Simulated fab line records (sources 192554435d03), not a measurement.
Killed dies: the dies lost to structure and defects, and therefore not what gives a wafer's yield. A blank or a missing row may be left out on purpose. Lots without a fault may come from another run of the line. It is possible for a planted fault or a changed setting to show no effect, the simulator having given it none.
fab line records	flow n5_finfet
[record] lots = 5	wafers = 14	last_day = 17
route steps=1938 shown HKMG_FIN@426 PASSIVATION@1936
lots untouched by any fault: they come from a run of this same line in which no faults occurred
start_h: the number of hours between the record's first day and the start of the first shown wafer of the lot	wait_h: hours since the lot's step before	" repeats the value in the row above	L1.1+2: a row that stands for several wafers	- no value, or no start was given	* or withheld: withheld	< > ~ a bound
route shown NAME@n: NAME is a module with steps in the file, n the number in the route of the first one	usual: mean/standard deviation of fault-free wafers	same: alike in all rows	chamber/n: place in a boat	sites: readings site by site	_std_site: the standard deviation of these	_edge_site: inner sites' mean taken away from outer sites' mean	radius_mm: how far each site lies from the wafer's centre	mask NAME#n: copy n	behind: the most recent tool/chamber to have shaped the wafer	hold: why the lot was held/for how many hours/how that ended	device: which transistor (n, p or np) failed to switch	end of line: at the end of the route, the tests of the same wafers	where a step has no rows: the recipe by itself	killed: at the first sort, the dies lost to defects and structure; wafer yield is something else	map: per-die view of a wafer (x killed, . not killed, _ where there is no die)
set.NAME: the setting the step ran with; set.NAME@STEP: the setting that earlier step ran with	model.NAME: the simulator's own value behind a step, which no gauge read
lots at some steps of the route; a table a step, a row a wafer
services: from which hour (start_h, from the record's first day; less than 0 if before it) a tool's chamber was out of use, for how many hours, and why
[[steps]]
[step N5_HKMG_FIN_SOFTBAKE_07]
[recipe] temp_c = 110	time_s = 60	resist = CAR-ArF
[step N5_HKMG_FIN_EXPOSE_09]
[recipe] mask_id = NWFM	na = 1.35	source_shape = conventional	sigma_outer = 0.8	polarization = unpolarized	dose_mj = 39.25
[step N5_HKMG_FIN_PEB_10]
[recipe] peb_temp_c = withheld	peb_time_s = 60	resist = CAR-ArF
[step N5_HKMG_FIN_DEVELOP_11]
[recipe] develop_time_s = 30	developer = TMAH	resist = CAR-ArF	dev_temp_c = 23	rinse_liquid = diw	dry = air_spin
[step N5_HKMG_FIN_CD_MEAS_12]
[recipe] target_cd_nm = 92.8	landing_energy_ev = 500	detector = se_inlens
[usual] cd_nm = 92.7/0.57
[same] landing_energy_ev = 500
lot.wafer	tool	chamber	start_h	wait_h	cd_nm
L748.1	cd_sem-03	0	95.91	-	92.3
L748.4	"	0	"	"	92.8
L748.6	"	0	"	"	92.4
L752.2	cd_sem-03	0	120.17	-	93.1
L752.6	"	0	"	"	93.5
L761.2	cd_sem-03	0	171.29	-	91.8
L761.4	"	0	"	"	92.4
L761.5	"	0	"	"	92.9
L762.2	cd_sem-03	0	176.25	-	91.4
L762.5	"	0	"	"	91.4
L762.6	"	0	"	"	92.7
L767.2	cd_sem-01	0	206.53	-	93.3
L767.5	"	0	"	"	92.6
L767.6	"	0	"	"	93.3
[step N5_HKMG_FIN_OVL_MEAS_13]
[recipe] points_per_wafer = 44
[usual] NWFM_OVL = -0.4/0.79
lot.wafer	tool	chamber	start_h	wait_h	NWFM_OVL[nm]
L748.1	overlay-01	0	95.94	0.0	0.4
L748.4	"	0	"	"	-0.3
L748.6	"	0	"	"	0.4
L752.2	overlay-02	0	120.20	0.0	-1.0
L752.6	"	0	"	"	-0.5
L761.2	overlay-02	0	171.32	0.0	-1.2
L761.4	"	0	"	"	0.1
L761.5	"	0	"	"	0.3
L762.2	overlay-01	0	176.28	0.0	-0.2
L762.5	"	0	"	"	0.0
L762.6	"	0	"	"	-0.5
L767.2	overlay-02	0	206.56	0.0	-0.5
L767.5	"	0	"	"	-1.1
L767.6	"	0	"	"	-1.9
[step N5_HKMG_FIN_INSPECT_14]
[recipe] mode = adi	inspect_instrument = macro
[usual] raw_defect_count = 2.1/1.5
lot.wafer	tool	chamber	start_h	wait_h	raw_defect_count
L748.1	defect_inspect-01	-	95.96	0.0	1
L748.4	"	-	"	"	1
L748.6	"	-	"	"	0
L752.2	defect_inspect-02	-	120.23	0.0	1
L752.6	"	-	"	"	2
L761.2	defect_inspect-02	-	171.35	0.0	2
L761.4	"	-	"	"	3
L761.5	"	-	"	"	1
L762.2	defect_inspect-02	-	176.30	0.0	2
L762.5	"	-	"	"	1
L762.6	"	-	"	"	3
L767.2	defect_inspect-02	-	206.58	0.0	3
L767.5	"	-	"	"	0
L767.6	"	-	"	"	1
[step N5_HKMG_FIN_DESCUM_17]
[recipe] chemistry = O2	time_s = 7.9	source_power_w = 50	bias_power_w = 20	pressure_mtorr = 20	rf_frequency_hz = 2.712e+07	temp_c = 40	resist = CAR-ArF	o2_flow_sccm = 225
[usual] drypump_motor_current_A = 5.9/0.56	oes_product_au = 0.80/0.094	rf_vpp_V = 243.2/1.4	showerhead_plenum_p_Torr = 2.10/0.079	throttle_valve_pct = 20.51/0.16
lot.wafer	tool	chamber	start_h	wait_h	drypump_motor_current_A	oes_product_au	rf_hours_counter_h	rf_vpp_V	showerhead_plenum_p_Torr	throttle_valve_pct
L748.1	rie_diel-01	2	96.44	0.5	6.8	0.78	126	242.9	2.09	20.33
L748.4	"	1	"	"	6.0	0.92	21	244.0	2.14	20.60
L748.6	"	2	"	"	6.8	0.78	-	243.8	2.09	20.34
L752.2	rie_diel-01	3	120.26	0.0	5.4	0.77	116	244.3	2.11	20.69
L752.6	"	2	"	"	6.8	0.77	-	244.0	2.09	20.35
L761.2	rie_diel-02	3	171.38	0.0	5.7	0.73	172	244.4	2.17	20.52
L761.4	"	3	"	"	5.7	0.73	-	245.5	2.17	20.52
L761.5	"	1	"	"	5.4	0.72	-	241.8	2.00	20.50
L762.2	rie_diel-05	3	176.33	0.0	5.9	0.97	8	244.8	2.24	20.50
L762.5	"	0	"	"	6.5	0.80	-	244.5	2.20	20.35
L762.6	"	3	"	"	6.0	0.98	-	246.7	2.24	20.52
L767.2	rie_diel-01	2	206.61	0.0	6.8	0.75	164	241.7	2.08	20.40
L767.5	"	0	"	"	5.2	0.91	-	242.9	2.05	20.27
L767.6	"	3	"	"	5.4	0.74	-	243.0	2.10	20.76
[step N5_HKMG_FIN_ETCH_31]
[recipe] chemistry = CF4	target = SiARC	target_depth_a = 455	mask_material = CAR-ArF	time_s = 75.8	ion_energy_ev = 80	pressure_mtorr = 40	source_w = 545	bias_w = 36	Ar_flow_sccm = 100	cf4_flow_sccm = 100	ends = cleared
[usual] cf4_flow_sccm = 100.0/0.31	drypump_motor_current_A = 5.9/0.57	etch_rf_on_time_s = 76.0/1.2	oes_product_au = 0.68/0.081	rf_vpp_V = 184.2/1.2	showerhead_plenum_p_Torr = 2.15/0.076	throttle_valve_pct = 15.66/0.16
lot.wafer	tool	chamber	start_h	wait_h	cf4_flow_sccm	drypump_motor_current_A	etch_rf_on_time_s	oes_product_au	rf_hours_counter_h	rf_vpp_V	showerhead_plenum_p_Torr	throttle_valve_pct
L748.1	rie_diel-01	2	96.48	0.0	100.3	6.8	76.1	0.68	126	183.2	2.16	15.64
L748.4	"	1	"	"	99.8	6.0	74.6	0.79	21	185.0	2.19	15.71
L748.6	"	2	"	"	100.3	6.8	76.3	0.67	-	183.8	2.16	15.63
L752.2	rie_diel-01	3	120.29	0.0	99.7	5.4	77.4	0.66	116	185.5	2.15	15.82
L752.6	"	2	"	"	99.5	6.8	76.7	0.66	-	183.5	2.16	15.64
L761.2	rie_diel-02	3	171.41	0.0	100.4	5.7	75.9	0.63	172	185.2	2.22	15.73
L761.4	"	3	"	"	100.0	5.7	76.8	0.63	-	184.1	2.22	15.73
L761.5	"	1	"	"	99.5	5.5	78.1	0.62	-	183.4	2.05	15.65
L762.2	rie_diel-05	3	176.37	0.0	99.8	5.9	73.6	0.83	8	184.6	2.27	15.53
L762.5	"	0	"	"	99.5	6.6	76.6	0.69	-	185.6	2.25	15.51
L762.6	"	3	"	"	99.7	5.9	73.6	0.83	-	186.4	2.27	15.52
L767.2	rie_diel-01	2	206.65	0.0	99.5	6.8	75.2	0.65	164	184.1	2.15	15.68
L767.5	"	0	"	"	100.0	5.2	74.3	0.78	-	185.6	2.10	15.41
L767.6	"	3	"	"	100.2	5.4	75.9	0.65	-	184.2	2.14	15.90
[step N5_HKMG_FIN_ETCH_32]
[recipe] chemistry = N2/H2	target = SOC	target_depth_a = 2400	temp_c = 40	time_s = 300	ion_energy_ev = 200	mask_material = SiARC	pressure_mtorr = 30	source_w = 840	bias_w = 150	n2_flow_sccm = 200	h2_flow_sccm = 200
[usual] drypump_motor_current_A = 5.9/0.57	oes_product_au = 0.80/0.096	rf_vpp_V = 524.3/2.8	run_length_s = 323.1/0.39	showerhead_plenum_p_Torr = 2.56/0.096	throttle_valve_pct = 17.91/0.18
lot.wafer	tool	chamber	start_h	wait_h	drypump_motor_current_A	oes_product_au	rf_hours_counter_h	rf_vpp_V	run_length_s	showerhead_plenum_p_Torr	throttle_valve_pct
L748.1	rie_diel-01	2	96.53	0.0	6.8	0.78	126	524.3	322.3	2.55	17.76
L748.4	"	1	"	"	6.0	0.93	21	525.6	323.4	2.60	17.98
L748.6	"	2	"	"	6.8	0.78	-	525.0	322.8	2.55	17.76
L752.2	rie_diel-01	3	120.35	0.0	5.5	0.76	116	524.1	323.4	2.57	18.19
L752.6	"	2	"	"	6.8	0.77	-	523.7	322.2	2.55	17.79
L761.2	rie_diel-02	3	171.47	0.0	5.7	0.74	172	527.0	322.5	2.64	17.95
L761.4	"	3	"	"	5.7	0.73	-	527.1	322.4	2.64	17.95
L761.5	"	1	"	"	5.4	0.73	-	520.9	323.4	2.43	17.88
L762.2	rie_diel-05	3	176.43	0.0	5.9	0.97	8	529.5	322.9	2.71	17.85
L762.5	"	0	"	"	6.5	0.80	-	526.7	323.3	2.67	17.75
L762.6	"	3	"	"	5.9	0.98	-	527.9	323.3	2.71	17.84
L767.2	rie_diel-01	2	206.70	0.0	6.8	0.75	164	522.9	322.7	2.54	17.83
L767.5	"	0	"	"	5.2	0.92	-	522.3	323.1	2.49	17.63
L767.6	"	3	"	"	5.5	0.74	-	523.5	322.9	2.55	18.23
[step N5_HKMG_FIN_STRIP_33]
[recipe] chemistry = N2/H2	temp_c = 40	n2_flow_sccm = 200	h2_flow_sccm = 200	rf_frequency_hz = 6e+07
[step N5_HKMG_FIN_STRIP_34]
[recipe] chemistry = CF4	resist = SiARC	power_w = 300	bias_power_w = 75	pressure_mtorr = 50	cf4_flow_sccm = 150	rf_frequency_hz = 6e+07
[usual] cf4_flow_sccm = 150.0/0.43	drypump_motor_current_A = 5.9/0.56	oes_product_au = 0.79/0.087	rf_vpp_V = 271.4/1.7	showerhead_plenum_p_Torr = 1.80/0.062	throttle_valve_pct = 13.63/0.17
lot.wafer	tool	chamber	start_h	wait_h	cf4_flow_sccm	drypump_motor_current_A	oes_product_au	rf_hours_counter_h	rf_vpp_V	showerhead_plenum_p_Torr	throttle_valve_pct
L748.1	rie_diel-01	2	96.72	0.0	149.9	6.8	0.78	126	271.5	1.81	13.58
L748.4	"	1	"	"	149.3	6.0	0.91	21	273.2	1.83	13.63
L748.6	"	2	"	"	149.7	6.8	0.78	-	271.7	1.81	13.58
L752.2	rie_diel-01	3	120.54	0.0	150.1	5.4	0.77	116	271.8	1.80	13.77
L752.6	"	2	"	"	150.3	6.8	0.77	-	272.9	1.80	13.60
L761.2	rie_diel-02	3	171.66	0.0	150.4	5.7	0.73	172	273.4	1.85	13.70
L761.4	"	3	"	"	150.0	5.7	0.74	-	272.0	1.85	13.70
L761.5	"	1	"	"	150.5	5.4	0.73	-	269.7	1.71	13.66
L762.2	rie_diel-05	3	176.62	0.0	150.0	5.9	0.95	8	274.4	1.90	13.45
L762.5	"	0	"	"	149.9	6.6	0.80	-	273.3	1.87	13.46
L762.6	"	3	"	"	150.4	5.9	0.95	-	274.3	1.90	13.45
L767.2	rie_diel-01	2	206.89	0.0	150.3	6.8	0.74	164	271.1	1.79	13.69
L767.5	"	0	"	"	150.1	5.3	0.90	-	270.2	1.76	13.34
L767.6	"	3	"	"	149.9	5.4	0.74	-	270.1	1.79	13.86
[step N5_HKMG_FIN_ETCH_35]
[recipe] chemistry = N2/H2	target = SOC	target_depth_a = 2158	ion_energy_ev = 65	bias_w = 5	source_w = 3000	time_s = 243.4	pressure_mtorr = 30	n2_flow_sccm = 200	h2_flow_sccm = 200
[usual] drypump_motor_current_A = 5.9/0.56	oes_product_au = 0.80/0.096	rf_vpp_V = 141.8/1.2	run_length_s = 266.5/0.42	showerhead_plenum_p_Torr = 2.55/0.096	throttle_valve_pct = 17.92/0.18
lot.wafer	tool	chamber	start_h	wait_h	drypump_motor_current_A	oes_product_au	rf_hours_counter_h	rf_vpp_V	run_length_s	showerhead_plenum_p_Torr	throttle_valve_pct	model.SOC_of_HKMG_FIN_COAT_29.thk_nm	model.HKMG_FIN.feature_depth_nm	model.etch.depth_nm
L748.1	rie_diel-01	2	96.74	0.0	6.8	0.78	126	141.9	265.6	2.55	17.77	87.6	212.6	212.6
L748.4	"	1	"	"	6.0	0.93	21	142.6	267.1	2.59	18.00	82.4	218.8	218.9
L748.6	"	2	"	"	6.8	0.78	-	141.9	266.1	2.55	17.79	87.4	213.2	213.3
L752.2	rie_diel-01	3	120.56	0.0	5.4	0.76	116	141.4	266.4	2.57	18.18	89.8	210.8	210.8
L752.6	"	2	"	"	6.8	0.78	-	141.9	198.7	2.55	17.79	144	154.6	154.5
L761.2	rie_diel-02	3	171.68	0.0	5.7	0.73	172	142.9	265.8	2.64	17.95	87.8	213.2	213.1
L761.4	"	3	"	"	5.7	0.73	-	142.6	266.4	2.64	17.94	85.2	215.4	215.4
L761.5	"	1	"	"	5.5	0.73	-	140.0	266.9	2.43	17.86	89.2	211.4	211.5
L762.2	rie_diel-05	3	176.64	0.0	5.9	0.97	8	142.6	266.8	2.71	17.86	81	220.8	220.9
L762.5	"	0	"	"	6.6	0.81	-	143.6	267.5	2.67	17.77	84.6	215.8	215.8
L762.6	"	3	"	"	6.0	0.97	-	143.5	266.5	2.71	17.86	79.4	221	221.1
L767.2	rie_diel-01	2	206.91	0.0	6.8	0.75	164	141.5	265.7	2.54	17.84	85.2	217	217
L767.5	"	0	"	"	5.2	0.92	-	142.5	266.3	2.49	17.65	81.8	219.6	219.7
L767.6	"	3	"	"	5.4	0.74	-	141.3	266.7	2.55	18.25	88.4	214.6	214.5
[step N5_HKMG_FIN_STRIP_92]
[recipe] chemistry = N2/H2	material = SOC	time_s = 20	power_w = 500	temp_c = 40	pressure_mtorr = 50	rf_frequency_hz = 6e+07	bias_power_w = 8	h2_frac = 0.5	n2_flow_sccm = 300	h2_flow_sccm = 300
[usual] drypump_motor_current_A = 5.9/0.57	oes_product_au = 0.80/0.096	rf_vpp_V = 54.3/0.85	showerhead_plenum_p_Torr = 3.37/0.12	throttle_valve_pct = 19.08/0.25
lot.wafer	tool	chamber	start_h	wait_h	drypump_motor_current_A	oes_product_au	rf_hours_counter_h	rf_vpp_V	showerhead_plenum_p_Torr	throttle_valve_pct	model.SOC_of_HKMG_FIN_COAT_29.thk_nm
L748.1	rie_diel-01	2	96.89	0.1	6.8	0.78	126	54.4	3.37	18.80	77.6
L748.4	"	1	"	"	6.0	0.93	21	54.5	3.43	19.25	72
L748.6	"	2	"	"	6.8	0.78	-	54.2	3.37	18.80	77.2
L752.2	rie_diel-01	3	120.71	0.1	5.4	0.78	116	54.6	3.39	19.44	79.8
L752.6	"	2	"	"	6.9	0.78	-	53.7	3.37	18.80	133.8
L761.2	rie_diel-02	3	171.83	0.1	5.7	0.74	172	53.8	3.49	19.02	77.6
L761.4	"	3	"	"	5.7	0.74	-	53.8	3.49	19.01	75
L761.5	"	1	"	"	5.5	0.73	-	55.1	3.21	18.99	79.2
L762.2	rie_diel-05	3	176.79	0.1	6.0	0.97	8	55.0	3.57	19.15	70.6
L762.5	"	0	"	"	6.6	0.81	-	53.9	3.52	18.90	74.4
L762.6	"	3	"	"	6.0	0.98	-	54.2	3.57	19.17	68.8
L767.2	rie_diel-01	2	207.06	0.1	6.8	0.75	164	54.7	3.35	18.86	75.2
L767.5	"	0	"	"	5.2	0.93	-	53.7	3.30	18.68	71.4
L767.6	"	3	"	"	5.5	0.74	-	54.2	3.37	19.48	78.4
[step N5_HKMG_FIN_WET_ETCH_18]
[recipe] chemistry = SC1	target = TiN	mix = 1:1:5	temp_c = *	time_s = 55	target_depth_nm = 5.2	dry = ipa_marangoni	rinse_time_s = 30	rinse_temp_c = 23
[step N5_PASSIVATION_PROBE_49]
[usual] killed_at_M0_to_M3 = 30/8.7	killed_at_M4_up = 14/5.4	killed_at_contacts = 11/6.4	killed_at_front_end = 40/12	killed_at_other = 3/3.1	killed_dies = 99/17	killed_on_rim = 13/3.8	killed_open = 64/12	killed_short = 33/8.1
[same] gross_dies = 1180	killed_at_back_side = 0
lot.wafer	tool	chamber	start_h	wait_h	killed_at_M0_to_M3	killed_at_M4_up	killed_at_contacts	killed_at_front_end	killed_at_other	killed_dies	killed_on_rim	killed_open	killed_short
L748.1	prober-01	-	308.41	0.0	29	9	12	36	2	88	10	64	24
L748.4	prober-01	-	308.56	0.2	33	10	12	32	2	89	16	63	25
L748.6	prober-01	-	308.66	0.3	14	18	9	27	2	70	6	46	24
L752.2	prober-02	-	319.66	0.1	31	19	8	53	4	115	12	73	42
L752.6	prober-02	-	319.86	0.3	32	13	8	53	9	115	15	80	35
L762.2	prober-02	-	388.39	0.1	36	7	24	54	3	124	23	92	30
L762.5	prober-02	-	388.54	0.2	34	14	28	39	5	120	20	73	37
L762.6	prober-02	-	388.59	0.3	24	10	32	33	1	100	13	71	29
L761.2	prober-02	-	396.72	0.1	17	24	8	30	5	84	14	66	17
L761.4	prober-02	-	396.82	0.2	26	20	10	37	3	96	14	60	34
L761.5	prober-02	-	396.87	0.2	16	22	4	47	0	89	7	57	32
L767.2	prober-02	-	417.64	0.1	41	18	6	30	4	99	14	76	22
L767.5	prober-02	-	417.79	0.2	38	12	12	36	4	102	13	67	30
L767.6	prober-02	-	417.84	0.3	58	11	3	28	1	101	11	70	29
// killed by level:class
L748.1 DUMMY_GATE:geometric_particle:open=12 BEOL_M0_SAQP:geometric_particle:open=11 MOL_CONTACT_COAG:geometric_particle:open=10 FIN_SAQP:geometric_particle:open=9 BEOL_M0_SAQP:geometric_particle:short=7 DUMMY_GATE:geometric_particle:short=5 BEOL_M3:geometric_particle:open=5 BEOL_M4:geometric_particle:open=4
L748.4 BEOL_M0_SAQP:geometric_particle:open=12 MOL_CONTACT_COAG:geometric_particle:open=11 BEOL_M1:geometric_particle:open=10 FIN_SAQP:geometric_particle:short=8 FIN_SAQP:geometric_particle:open=6 BEOL_M4:geometric_particle:open=5 GATE_CUT:geometric_particle:short=4 BEOL_M3:geometric_particle:open=4
L748.6 STI_FIN_REVEAL:geometric_particle:open=8 MOL_CONTACT_COAG:geometric_particle:open=8 BEOL_M4:geometric_particle:open=8 DUMMY_GATE:geometric_particle:open=4 BEOL_M3:geometric_particle:open=4 BEOL_M4:geometric_particle:short=4 FIN_SAQP:geometric_particle:short=3 GATE_CUT:geometric_particle:short=3
L752.2 STI_FIN_REVEAL:geometric_particle:open=15 FIN_SAQP:geometric_particle:open=9 FIN_SAQP:geometric_particle:short=8 BEOL_M4:geometric_particle:open=8 MOL_CONTACT_COAG:geometric_particle:open=7 BEOL_M1:geometric_particle:open=6 BEOL_M3:geometric_particle:open=6 GATE_CUT:geometric_particle:short=6
L752.6 STI_FIN_REVEAL:geometric_particle:open=18 BEOL_M0_SAQP:geometric_particle:open=10 FIN_SAQP:geometric_particle:open=8 STI_FIN_REVEAL:geometric_particle:short=8 MOL_CONTACT_COAG:geometric_particle:open=8 BEOL_M4:geometric_particle:open=7 PASS1_CAP:geometric_particle:short=5 DUMMY_GATE:geometric_particle:open=4
L762.2 MOL_CONTACT_COAG:geometric_particle:open=23 BEOL_M3:geometric_particle:open=14 FIN_SAQP:geometric_particle:open=12 STI_FIN_REVEAL:geometric_particle:open=12 BEOL_M2:geometric_particle:open=9 FIN_SAQP:geometric_particle:short=6 BEOL_M0_SAQP:geometric_particle:open=6 ILD0:geometric_particle:short=5
L762.5 MOL_CONTACT_COAG:geometric_particle:open=22 BEOL_M3:geometric_particle:open=17 HKMG_FIN:area_etch=8 MOL_CONTACT_COAG:geometric_particle:short=6 FIN_SAQP:geometric_particle:short=5 STI_FIN_REVEAL:geometric_particle:open=5 BEOL_M0_SAQP:geometric_particle:short=5 BEOL_M4:geometric_particle:open=5
L762.6 MOL_CONTACT_COAG:geometric_particle:open=29 STI_FIN_REVEAL:geometric_particle:open=7 BEOL_M0_SAQP:geometric_particle:short=7 FIN_SAQP:geometric_particle:open=6 ILD0:geometric_particle:open=5 BEOL_M0_SAQP:geometric_particle:open=5 FIN_SAQP:geometric_particle:short=3 MOL_CONTACT_COAG:geometric_particle:short=3
L761.2 BEOL_M4:geometric_particle:open=18 FIN_SAQP:geometric_particle:open=10 MOL_CONTACT_COAG:geometric_particle:open=8 STARTING-WAFER:geometric_particle:open=7 BEOL_M3:geometric_particle:open=5 FIN_SAQP:geometric_particle:short=4 BEOL_M1:geometric_particle:open=4 BEOL_M4:geometric_particle:short=3
L761.4 BEOL_M4:geometric_particle:open=13 BEOL_M0_SAQP:geometric_particle:open=11 GATE_CUT:geometric_particle:open=7 MOL_CONTACT_COAG:geometric_particle:open=7 FIN_SAQP:geometric_particle:short=6 BEOL_M0_SAQP:geometric_particle:short=6 GATE_CUT:geometric_particle:short=5 STI_FIN_REVEAL:geometric_particle:open=4
L761.5 FIN_SAQP:geometric_particle:open=24 FIN_SAQP:geometric_particle:short=15 BEOL_M4:geometric_particle:open=14 BEOL_M4:geometric_particle:short=6 BEOL_M0_SAQP:geometric_particle:short=5 MOL_CONTACT_COAG:geometric_particle:open=3 BEOL_M0_SAQP:geometric_particle:open=3 BEOL_M1:geometric_particle:open=3
L767.2 STI_FIN_REVEAL:geometric_particle:open=13 BEOL_M0_SAQP:geometric_particle:open=13 BEOL_M0_SAQP:geometric_particle:short=9 BEOL_M2:geometric_particle:open=8 BEOL_M1:geometric_particle:open=6 MOL_CONTACT_COAG:geometric_particle:open=5 BEOL_M4:geometric_particle:open=5 FIN_SAQP:geometric_particle:open=4
L767.5 BEOL_M0_SAQP:geometric_particle:open=10 MOL_CONTACT_COAG:geometric_particle:open=9 FIN_SAQP:geometric_particle:open=8 BEOL_M0_SAQP:geometric_particle:short=8 FIN_SAQP:geometric_particle:short=7 BEOL_M4:geometric_particle:open=7 STI_FIN_REVEAL:geometric_particle:open=5 BEOL_M0:geometric_particle:open=5
L767.6 BEOL_M0_SAQP:geometric_particle:open=17 BEOL_M0_SAQP:geometric_particle:short=15 FIN_SAQP:geometric_particle:open=7 BEOL_M1:geometric_particle:open=7 STI_FIN_REVEAL:geometric_particle:open=6 BEOL_M2:geometric_particle:open=5 BEOL_M3:geometric_particle:open=5 DUMMY_GATE:geometric_particle:open=4
[[services]]
tool	chamber	start_h	hours	kind
rie_diel-01	2	88.70	4.5	repair
rie_diel-01	0	112.90	5.7	repair
rie_diel-01	0	126.26	-	clean
rie_diel-01	0	126.26	-	consumable_replace:focus_ring
rie_diel-01	0	126.26	17.8	scheduled_down
rie_diel-01	0	126.26	17.8	vent_cycle
rie_diel-02	2	127.18	-	clean
rie_diel-02	2	127.18	-	consumable_replace:focus_ring
rie_diel-02	2	127.18	24.2	scheduled_down
rie_diel-02	2	127.18	24.2	vent_cycle
rie_diel-05	3	129.72	-	clean
rie_diel-05	3	129.72	-	consumable_replace:focus_ring
rie_diel-05	3	129.72	-	consumable_replace:showerhead
rie_diel-05	3	129.72	27.1	scheduled_down
rie_diel-05	3	129.72	27.1	vent_cycle
rie_diel-05	2	143.71	5.1	repair
rie_diel-02	0	158.33	3.4	repair
rie_diel-02	3	159.94	8.9	repair
rie_diel-02	0	168.83	-	clean
rie_diel-02	0	168.83	-	consumable_replace:focus_ring
rie_diel-02	0	168.83	-	consumable_replace:showerhead
rie_diel-05	-	187.38	0.9	repair
rie_diel-01	2	196.04	7.1	repair
rie_diel-01	1	201.64	6.7	repair
[[key]]
[first_sign] step = N5_HKMG_FIN_ETCH_35	reading = run_length_s	direction = down	sigmas = 99+	usual = *	struck = *
effect none on later readings
[model_effect] step = N5_HKMG_FIN_ETCH_35	value = SOC_of_HKMG_FIN_COAT_29.thk_nm	without = 85	struck = 144
[model_effect] step = N5_HKMG_FIN_STRIP_92	value = SOC_of_HKMG_FIN_COAT_29.thk_nm	without = 74.8	struck = 133.8
met_at N5_HKMG_FIN_ETCH_35
struck_wafers L752.6
tester_left_out L752
onset_between 96.74 120.56
[fault] kind = process_parameter_drift	tool = rie_diel-01	chamber = -	onset_h = 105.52	steps = N5_HKMG_FIN_ETCH_35	channel = time_s	offset = *	shape = step	end_h = 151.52	scope = struck_wafers_only	acts_in = *	stated = *
// tester_left_out: of these lots the tester's yield and bins aren't shown, on N5 and GAA mostly nor the transistor test; their killed dies are dies lost to structure and defects alone, not to doping, threshold or leakage, so they don't give the yield
